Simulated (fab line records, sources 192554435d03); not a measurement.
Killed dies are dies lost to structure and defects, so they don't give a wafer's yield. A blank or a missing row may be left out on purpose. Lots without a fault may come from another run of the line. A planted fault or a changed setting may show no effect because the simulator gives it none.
Which tool did it? | flow n5_finfet | 9 lots, 27 wafers sampled, at 6 steps of a route of 1938

WHAT THE GAUGES READ, wafer by wafer
N5_BEOL_M3_THK_MEAS_01. Usual: M3_ILD_THK 79.0 nm, standard deviation 1.1.
lot  | measured     | on            | M3_ILD_THK (nm) | flag
L254 | day 6 22:26  | film_metro-01 | 78.6 78.6 80.1  |
L256 | day 7 18:53  | film_metro-01 | 78.8 79.8 80.0  |
L257 | day 8 11:31  | film_metro-01 | 77.5 78.1 78.9  |
L258 | day 8 15:38  | film_metro-02 | 71.6 78.2 79.8  |
L261 | day 8 18:40  | film_metro-01 | 77.1 78.6 78.7  |
L269 | day 11 06:16 | film_metro-02 | 78.2 79.1 78.8  |
L275 | day 12 11:21 | film_metro-02 | 78.1 78.1 79.3  |
L277 | day 12 18:24 | film_metro-01 | 78.2 77.5 78.9  |
L276 | day 12 21:43 | film_metro-02 | 78.3 79.9 80.3  |

N5_BEOL_M4_RC_MEAS_101. Usual: DIBL_N 35.8 mV/V, standard deviation 1.6; DIBL_P 36.0 mV/V, standard deviation 1.9; IOFF_N 0.151 nA/um, standard deviation 0.029; IOFF_P 0.21 nA/um, standard deviation 0.037; ION_N 673 uA/um, standard deviation 12; ION_P 463 uA/um, standard deviation 7.3; SS_N 71.5 mV/dec, standard deviation 0.58; SS_P 73.2 mV/dec, standard deviation 0.61; VT_N 251 mV, standard deviation 3.3; VT_P -250 mV, standard deviation 3.3.
lot  | measured     | on        | DIBL_N (mV/V)  | DIBL_P (mV/V)  | IOFF_N (nA/um)    | IOFF_P (nA/um) | ION_N (uA/um) | ION_P (uA/um) | SS_N (mV/dec)  | SS_P (mV/dec)  | VT_N (mV)   | VT_P (mV)      | flag
L254 | day 7 18:14  | prober-02 | 35.4 36.9 38.8 | 34.9 35.9 37.9 | 0.115 0.139 0.175 | 0.18 0.19 0.23 | 662 667 679   | 461 463 462   | 70.7 71.1 72.4 | 72.2 72.0 73.5 | 256 254 250 | -253 -251 -250 |
L256 | day 8 18:42  | prober-01 | 36.8 35.3 34.1 | 36.7 34.5 33.3 | 0.151 0.128 0.108 | 0.20 0.17 0.15 | 668 657 652   | 456 457 452   | 72.1 71.0 71.1 | 73.5 72.6 72.0 | 253 254 257 | -252 -253 -253 |
L257 | day 9 12:37  | prober-01 | 37.9 35.4 36.3 | 38.3 34.5 35.2 | 0.189 0.134 0.162 | 0.27 0.20 0.22 | 690 679 677   | 472 465 466   | 71.9 71.2 70.9 | 74.3 73.4 73.4 | 247 251 248 | -244 -248 -247 |
L258 | day 9 16:43  | prober-02 | 37.3 38.8 37.0 | 36.7 38.8 36.2 | 0.142 0.179 0.137 | 0.21 0.25 0.20 | 666 688 660   | 465 468 461   | 71.2 72.3 71.1 | 72.9 73.8 72.8 | 252 249 255 | -248 -248 -251 |
L261 | day 10 04:25 | prober-02 | 37.0 38.3 37.5 | 36.4 38.8 38.3 | 0.145 0.186 0.174 | 0.19 0.23 0.21 | 670 682 689   | 464 463 468   | 72.6 72.5 72.1 | 72.2 74.0 73.4 | 251 250 249 | -251 -250 -249 |
L269 | day 12 12:33 | prober-02 | 36.8 38.9 37.2 | 38.4 39.4 39.1 | 0.179 0.191 0.189 | 0.24 0.25 0.25 | 691 688 680   | 479 467 473   | 71.9 72.7 71.8 | 73.8 74.2 73.2 | 248 248 246 | -248 -246 -246 |
L275 | day 13 18:34 | prober-01 | 37.7 36.0 35.0 | 38.0 36.1 33.9 | 0.210 0.178 0.142 | 0.29 0.24 0.20 | 692 681 678   | 477 473 467   | 72.4 71.2 71.7 | 73.5 73.3 72.5 | 247 246 250 | -245 -248 -250 |
L277 | day 14 02:34 | prober-01 | 34.7 35.3 34.8 | 35.1 36.0 35.4 | 0.136 0.142 0.128 | 0.19 0.21 0.20 | 671 664 660   | 457 459 456   | 70.9 71.9 71.4 | 72.2 73.1 72.6 | 252 252 254 | -252 -251 -253 |
L276 | day 14 02:12 | prober-02 | 38.5 35.4 36.8 | 38.6 35.1 37.2 | 0.170 0.135 0.166 | 0.23 0.19 0.22 | 670 671 679   | 464 456 461   | 72.0 71.2 71.5 | 73.9 72.6 73.7 | 251 250 250 | -251 -253 -249 |

WHICH TOOL RAN EACH LOT (tool, then ch and the chambers of the sampled wafers, then the start)
lot  | N5_BEOL_M2_ANNEAL_93         | N5_BEOL_M2_SPUTTER_96        | N5_BEOL_M3_ILD_DEP_00           | N5_BEOL_M3_PECVD_72
L254 | pvd_sputter-03, day 6 20:51  | pvd_sputter-03, day 6 21:13  | pecvd-02 ch 0,2, day 6 22:23    | pecvd-04 ch 0,2, day 6 22:29
L256 | pvd_sputter-02, day 7 17:21  | pvd_sputter-02, day 7 17:43  | pecvd-01 ch 0,2, day 7 18:49    | pecvd-04 ch 0,1,2, day 7 18:55
L257 | pvd_sputter-01, day 8 09:59  | pvd_sputter-01, day 8 10:20  | pecvd-01 ch 0,2, day 8 11:27    | pecvd-04 ch 1,2, day 8 11:34
L258 | pvd_sputter-01, day 8 14:02  | pvd_sputter-01, day 8 14:24  | pecvd-01 ch 0,2, day 8 15:34    | pecvd-02 ch 1,2, day 8 15:41
L261 | pvd_sputter-02, day 8 16:59  | pvd_sputter-02, day 8 17:21  | pecvd-02 ch 1,2, day 8 18:36    | pecvd-01 ch 0,1,2, day 8 18:43
L269 | pvd_sputter-01, day 11 04:43 | pvd_sputter-01, day 11 05:05 | pecvd-02 ch 1,2, day 11 06:11   | pecvd-02 ch 1,2, day 11 06:18
L275 | pvd_sputter-02, day 12 09:34 | pvd_sputter-02, day 12 09:57 | pecvd-04 ch 0,1,2, day 12 11:17 | pecvd-01 ch 0,2, day 12 11:23
L277 | pvd_sputter-01, day 12 16:51 | pvd_sputter-01, day 12 17:13 | pecvd-04 ch 0,1,2, day 12 18:20 | pecvd-04 ch 0,1, day 12 18:26
L276 | pvd_sputter-03, day 12 20:07 | pvd_sputter-03, day 12 20:29 | pecvd-01 ch 0,1, day 12 21:40   | pecvd-04 ch 0,1,2, day 12 21:46
- N5_BEOL_M2_ANNEAL_93: time 240 s.
- N5_BEOL_M2_SPUTTER_96: material Cu, target thk 4.5 nm, time 8.29 s.
- N5_BEOL_M3_ILD_DEP_00: deposits SiOC from DEMS/O2, target thk 79 nm, time 15.3 s.
- N5_BEOL_M3_PECVD_72: deposits SiO2 from TEOS/O2, target thk 16 nm, time 18 s.

WHAT THE TOOLS THEMSELVES READ (means of the sampled wafers that have a number; where no wafer has one, the mark that the record gives instead)
N5_BEOL_M2_ANNEAL_93. Usual: heater_power_w 829 W, standard deviation 56.
lot  | tool           | heater_power_w (W) | flag
L254 | pvd_sputter-03 | 855                |
L256 | pvd_sputter-02 | 838                |
L257 | pvd_sputter-01 | 825                |
L258 | pvd_sputter-01 | 757                |
L261 | pvd_sputter-02 | 841                |
L269 | pvd_sputter-01 | 774                |
L275 | pvd_sputter-02 | 816                |
L277 | pvd_sputter-01 | 715                |
L276 | pvd_sputter-03 | 862                |

N5_BEOL_M2_SPUTTER_96. Usual: throttle_valve_pct 30.0 %, standard deviation 1.2.
lot  | tool           | throttle_valve_pct (%) | flag
L254 | pvd_sputter-03 | 29.5                   |
L256 | pvd_sputter-02 | 29.6                   |
L257 | pvd_sputter-01 | 30.7                   |
L258 | pvd_sputter-01 | 29.4                   |
L261 | pvd_sputter-02 | 30.6                   |
L269 | pvd_sputter-01 | 29.6                   |
L275 | pvd_sputter-02 | 30.8                   |
L277 | pvd_sputter-01 | 29.6                   |
L276 | pvd_sputter-03 | 29.6                   |

N5_BEOL_M3_ILD_DEP_00. Usual: heater_power_w 510 W, standard deviation 56; showerhead_plenum_p_Torr 5.703 Torr, standard deviation 0.015; throttle_valve_pct 11.4 %, standard deviation 0.4.
lot  | tool     | heater_power_w (W) | showerhead_plenum_p_Torr (Torr) | throttle_valve_pct (%) | flag
L254 | pecvd-02 | 527                | 5.685                           | 11.4                   |
L256 | pecvd-01 | 475                | 5.717                           | 11.2                   |
L257 | pecvd-01 | 519                | 5.715                           | 11.2                   |
L258 | pecvd-01 | 476                | 5.727                           | 10.9                   |
L261 | pecvd-02 | 490                | 5.682                           | 11.4                   |
L269 | pecvd-02 | 524                | 5.696                           | 11.5                   |
L275 | pecvd-04 | 495                | 5.690                           | 11.3                   |
L277 | pecvd-04 | 471                | 5.684                           | 11.3                   |
L276 | pecvd-01 | 510                | 5.706                           | 11.8                   |

N5_BEOL_M3_PECVD_72. Usual: heater_power_w 755 W, standard deviation 94; showerhead_plenum_p_Torr 8.80 Torr, standard deviation 0.048; throttle_valve_pct 21.6 %, standard deviation 0.8.
lot  | tool     | heater_power_w (W) | showerhead_plenum_p_Torr (Torr) | throttle_valve_pct (%) | flag
L254 | pecvd-04 | 862                | 8.76                            | 22.5                   |
L256 | pecvd-04 | 725                | 8.77                            | 22.4                   |
L257 | pecvd-04 | 618                | 8.79                            | 22.2                   |
L258 | pecvd-02 | 778                | 8.80                            | 21.4                   |
L261 | pecvd-01 | 751                | 8.85                            | 21.3                   |
L269 | pecvd-02 | 788                | 8.80                            | 21.5                   |
L275 | pecvd-01 | 758                | 8.90                            | 21.2                   |
L277 | pecvd-04 | 743                | 8.78                            | 21.6                   |
L276 | pecvd-04 | 754                | 8.76                            | 21.4                   |

THE ANSWER, worked out from the rows above alone
Rule: a lot is off if the mean of its wafers that have a number lies more than 3 standard deviations from the usual mean. A lot without any number at a reading at which 4 lots or more have one is off too. The other lots that the step has rows for count as sound. The gauges are gone through in route order, then the tools' own readings, and for those a lot's mean is taken as printed above. The first step at which some lot is off is used, and at that step the reading that is off furthest; a lot without a number counts as furthest.
No lot is off at any reading shown: from this, nothing can be told.

WHAT THE SIMULATOR HAD PUT IN
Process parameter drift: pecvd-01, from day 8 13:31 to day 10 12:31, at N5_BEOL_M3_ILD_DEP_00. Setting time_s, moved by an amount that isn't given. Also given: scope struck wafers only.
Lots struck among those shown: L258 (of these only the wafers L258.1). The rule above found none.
